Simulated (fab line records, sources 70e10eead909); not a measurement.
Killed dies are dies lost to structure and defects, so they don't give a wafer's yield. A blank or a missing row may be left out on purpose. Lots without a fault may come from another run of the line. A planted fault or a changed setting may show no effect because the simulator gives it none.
Problem report in the 8D (eight disciplines) form, filled by code | flow nand_harc | the parts of the form that need people (team, actions taken, sign-off) are left out

1. THE PROBLEM
raw_defect_count at NHARC_A_SIN_REMOVE_INSPECT_04 reads a mean of 1345 on 4 wafers of 4 lots; wafers without a fault read 298 with a standard deviation of 88. That is +12 standard deviations from the usual mean.
First seen on wafer L271.1, day 16 12:50, on defect_inspect-02. The record holds 35 wafers of 13 lots with a number at this step. Rule for "out", or "out of limits": more than 4 standard deviations from the usual mean. The other wafers with a number count as sound.

2. WHAT IT IS AND WHAT IT IS NOT
question                    | is                                   | is not
which readings at this step | raw_defect_count                     | -
which lots                  | L271, L272, L273, L274               | L264, L266, L278, L279, L281, L284, L285, L286, L287
which wafers of those lots  | L271.1, L272.4, L273.3, L274.6       | L272.2, L272.6, L274.1, L274.5
read on which gauges        | defect_inspect-01, defect_inspect-02 | -
when                        | from day 16 12:50                    | up to then (6 sound wafers); but 25 sound wafers of L272, L274, L278, L279, L281, L284, L285, L286, L287 came after

3. SUSPECTS, AND WHAT RULES EACH OUT
Counting: a tool at a process step up to the reading stays a suspect if it ran every lot that is out. Sound lots after the first of them don't rule it out here, since some wafers of a struck lot are sound.
- the gauge at NHARC_A_SIN_REMOVE_INSPECT_04: ruled out. The wafers that are out were read on 2 gauges (defect_inspect-01, defect_inspect-02).
- har_etch-02 at NHARC_A_SLIT_ETCH_17 (etches the open film in C4F8/O2/Ar, time 1687.5 s, target depth 10100 nm): kept. It ran every lot that is out, first L271 (day 16 02:41); its last sound lot up to then is L266 (day 14 15:38).
- har_etch-02 at NHARC_A_SLIT_ETCH_26 (etches the open film in C4F8/O2/Ar, time 90 s, target depth 400 nm): kept. It ran every lot that is out, first L271 (day 16 03:58); its last sound lot up to then is L266 (day 14 17:09).
- Within har_etch-02 at NHARC_A_SLIT_ETCH_17: the wafers that are out ran in chamber 1; their sound lot-mates ran in chamber 0.
- Within har_etch-02 at NHARC_A_SLIT_ETCH_26: the wafers that are out ran in chamber 1; their sound lot-mates ran in chamber 0.
Left after counting: har_etch-02 at NHARC_A_SLIT_ETCH_17, har_etch-02 at NHARC_A_SLIT_ETCH_26.

4. THE CAUSE (what the simulator had put in)
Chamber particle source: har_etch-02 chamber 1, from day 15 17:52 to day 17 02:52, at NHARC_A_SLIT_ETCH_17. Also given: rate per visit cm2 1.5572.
Counting left 2 suspects, and this tool is among them.

5. THE CHAIN OF EFFECTS, in route order
Each row: a reading whose mean over the struck wafers that have a number lies more than 3 standard deviations from the usual. Only readings for which the record gives a usual standard deviation are gone through. hours: the time from each lot's start at the first step in this table that gives one to its start at this step, as a median over the lots. sigmas: the change in usual standard deviations.
hours | step                          | reading          | usual | on struck wafers | change | sigmas
0     | NHARC_A_SIN_REMOVE_INSPECT_04 | raw_defect_count | 298   | 1345             | +1047  | +12
123   | NHARC_END_SORT_01             | killed_at_array  | 24    | 65               | +41    | +5.5
123   | NHARC_END_SORT_01             | killed_dies      | 28    | 68               | +40    | +5.0

6. WHAT WOULD HAVE CAUGHT IT SOONER
In this record the first reading out of limits at a measuring or inspecting step was taken at day 16 12:50, 19 hours after the fault began at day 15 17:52.
Of the tool readings at NHARC_A_SLIT_ETCH_17 for which the record gives a usual standard deviation, none was out on any struck wafer, so an alarm limit of 4 standard deviations on them would not have fired.
Of the lots that are out (4), L273, L272, L274 began NHARC_A_SLIT_ETCH_17 on har_etch-02 after day 16 12:50. A hold on the tool at that time would have spared those 3.
